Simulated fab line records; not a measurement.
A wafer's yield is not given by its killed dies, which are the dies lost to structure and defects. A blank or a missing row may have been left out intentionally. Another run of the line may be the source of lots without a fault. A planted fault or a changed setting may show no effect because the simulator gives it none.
Lot-split experiment | flow n5 finfet | 39 wafers read across 7 lots, on a route 1938 steps long

== THE SPLIT ITSELF ==
At N5_BEOL_M2_TRENCH_ETCH_37 (etches SiOC in C4F6/O2, target depth 55.555 nm, time 29.2 s), the setting time s was moved away from the recipe's 29.2 s on 18 of the 39 wafers read, by -46.1% to +42.3%. This setting was run at the recipe's value on the other wafers.

== FROM THE SPLIT TO THE READING: what the file shows between them, 8 steps ==
- N5_BEOL_M2_ETCH_41: etches SiCN in CH3F/O2, target depth 29.9 nm, time 52.5 s
- N5_BEOL_M2_STRIP_97: strips in N2/H2, time 10 s
- N5_BEOL_M2_OCD_MEAS_38
- N5_BEOL_M2_HM_STRIP_39: strips TiN in peroxide tin strip, target depth 25 nm, time 158 s
- N5_BEOL_M2_SRD_40: time 30 s
- N5_BEOL_M2_ECD_50: material Cu, target thk 300 nm
- N5_BEOL_M2_ANNEAL_51: time 90 s
- N5_BEOL_M2_CMP_52: polishes, stops on SiOC, t overpolish 6.8 s, target thk 40 nm

== THE READING ==
M2_THK, in nm, at N5_BEOL_M2_THK_MEAS_53 (measures by xrf). On this fab line, fault-free wafers typically give 40.4 nm with a standard deviation of 1.4 nm.

wafer  | tool, chamber at the split | time s as run, s | against the recipe | M2_THK, nm | against lot-mates on the recipe
L074.1 | rie diel-05, 1             | 29.2             | recipe             | 38.7       | -
L074.2 | rie diel-05, 3             | 33.7             | +15.4%             | 47.7       | +8.2
L074.3 | rie diel-05, 0             | 33.7             | +15.4%             | 51.2       | +11.7
L074.4 | rie diel-05, 2             | 33.7             | +15.4%             | 48.1       | +8.6
L074.5 | rie diel-05, 1             | 29.2             | recipe             | 39.7       | -
L074.6 | rie diel-05, 2             | 29.2             | recipe             | 40.1       | -
L077.1 | rie diel-06, 1             | 41.54            | +42.3%             | 63.6       | +23.0
L077.2 | rie diel-06, 2             | 41.54            | +42.3%             | 62.3       | +21.7
L077.3 | rie diel-06, 0             | 41.54            | +42.3%             | 62.5       | +21.9
L077.4 | rie diel-06, 3             | 29.2             | recipe             | 40.9       | -
L077.5 | rie diel-06, 1             | 29.2             | recipe             | 39.8       | -
L077.6 | rie diel-06, 2             | 29.2             | recipe             | 41.0       | -
L083.4 | rie diel-02, 2             | 29.2             | recipe             | 41.5       | -
L083.5 | rie diel-02, 1             | 29.2             | recipe             | 42.5       | -
L083.6 | rie diel-02, 2             | 29.2             | recipe             | 40.6       | -
L086.1 | rie diel-02, 0             | 29.2             | recipe             | 40.4       | -
L086.2 | rie diel-02, 2             | 35.02            | +19.9%             | 50.7       | +10.1
L086.3 | rie diel-02, 1             | 29.2             | recipe             | 41.1       | -
L086.4 | rie diel-02, 3             | 35.02            | +19.9%             | 49.7       | +9.1
L086.5 | rie diel-02, 2             | 29.2             | recipe             | 40.4       | -
L086.6 | rie diel-02, 3             | 35.02            | +19.9%             | 50.3       | +9.7
L090.1 | rie diel-02, 2             | 22.75            | -22.1%             | 25.5       | -14.4
L090.2 | rie diel-02, 3             | 29.2             | recipe             | 39.3       | -
L090.3 | rie diel-02, 1             | 29.2             | recipe             | 40.3       | -
L090.4 | rie diel-02, 0             | 22.75            | -22.1%             | 29.8       | -10.1
L090.5 | rie diel-02, 2             | 22.75            | -22.1%             | 29.1       | -10.8
L090.6 | rie diel-02, 3             | 29.2             | recipe             | 40.2       | -
L091.1 | rie diel-05, 3             | 29.2             | recipe             | 39.8       | -
L091.2 | rie diel-05, 0             | 15.75            | -46.1%             | 15.5       | -24.5
L091.3 | rie diel-05, 1             | 29.2             | recipe             | 40.7       | -
L091.4 | rie diel-05, 2             | 15.75            | -46.1%             | 14.9       | -25.1
L091.5 | rie diel-05, 0             | 15.75            | -46.1%             | 16.4       | -23.6
L091.6 | rie diel-05, 1             | 29.2             | recipe             | 39.6       | -
L095.1 | rie diel-05, 1             | 29.2             | recipe             | 39.0       | -
L095.2 | rie diel-05, 2             | 21.8             | -25.3%             | 24.9       | -15.9
L095.3 | rie diel-05, 3             | 21.8             | -25.3%             | 26.9       | -13.9
L095.4 | rie diel-05, 0             | 29.2             | recipe             | 43.4       | -
L095.5 | rie diel-05, 0             | 21.8             | -25.3%             | 28.2       | -12.6
L095.6 | rie diel-05, 3             | 29.2             | recipe             | 40.0       | -

FIT RESULTS
A straight line over all 39 wafers: M2_THK changes by +0.535 nm for each +1% of time s; r = +0.99; the points scatter about the line by 1.2 nm.
The same after taking each lot's own level away (the mean of its wafers on the recipe; 39 wafers): +0.533 nm for each +1%; r = +0.99; scatter 1.2 nm.
According to that fit, moving time s by its largest amount changes the reading by 25 nm.
Across the lots, their own levels run from 39.50 to 41.53 nm, a range of 1.5 times the standard deviation given above.
Consequently the slope shifts little with the lot-to-lot level, the two slopes agreeing.
Check: with one of the wafers moved furthest among these (-46.1%) left out of the fit, the line predicts -24.6 nm for it against its lot-mates. Against them it came out at -24.5 nm.

== THE WHOLE CHAIN: every reading that the file lists as answering this split, in the file's order ==
step                      | what it does                                                  | reading                                                                      | change (the file's fit)                                                              | r (the file's)
N5_BEOL_M2_TRENCH_ETCH_37 | etches SiOC in C4F6/O2, target depth 55.555 nm, time 29.2 s   | BEOL_M2.feature depth nm (the simulator's own value, which no gauge read)    | +0.533 nm for each +1% of the setting                                                | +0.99
N5_BEOL_M2_TRENCH_ETCH_37 | etches SiOC in C4F6/O2, target depth 55.555 nm, time 29.2 s   | etch.depth nm (the simulator's own value, which no gauge read)               | +0.534 nm for each +1% of the setting                                                | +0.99
N5_BEOL_M2_OCD_MEAS_38    |                                                               | trench depth nm                                                              | +0.533 nm for each +1% of the setting                                                | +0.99
N5_BEOL_M2_CMP_52         | polishes, stops on SiOC, t overpolish 6.8 s, target thk 40 nm | Cu_of_BEOL_M2_ECD_50.thk nm (the simulator's own value, which no gauge read) | +0.53 nm for each +1% of the setting                                                 | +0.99
N5_BEOL_M2_THK_MEAS_53    | measures by xrf                                               | M2_THK                                                                       | +0.532 for each +1% of the setting                                                   | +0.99
N5_BEOL_M2_RS_MEAS_58     | measures by four-point-probe                                  | M2_RS                                                                        | not straight: 2.407 at the lowest setting, 0.663 at the recipe, 0.384 at the highest | not given

== THE FILE'S OWN FIT ==
M2_THK changes by +0.532 nm for each +1% of time s, r = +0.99.
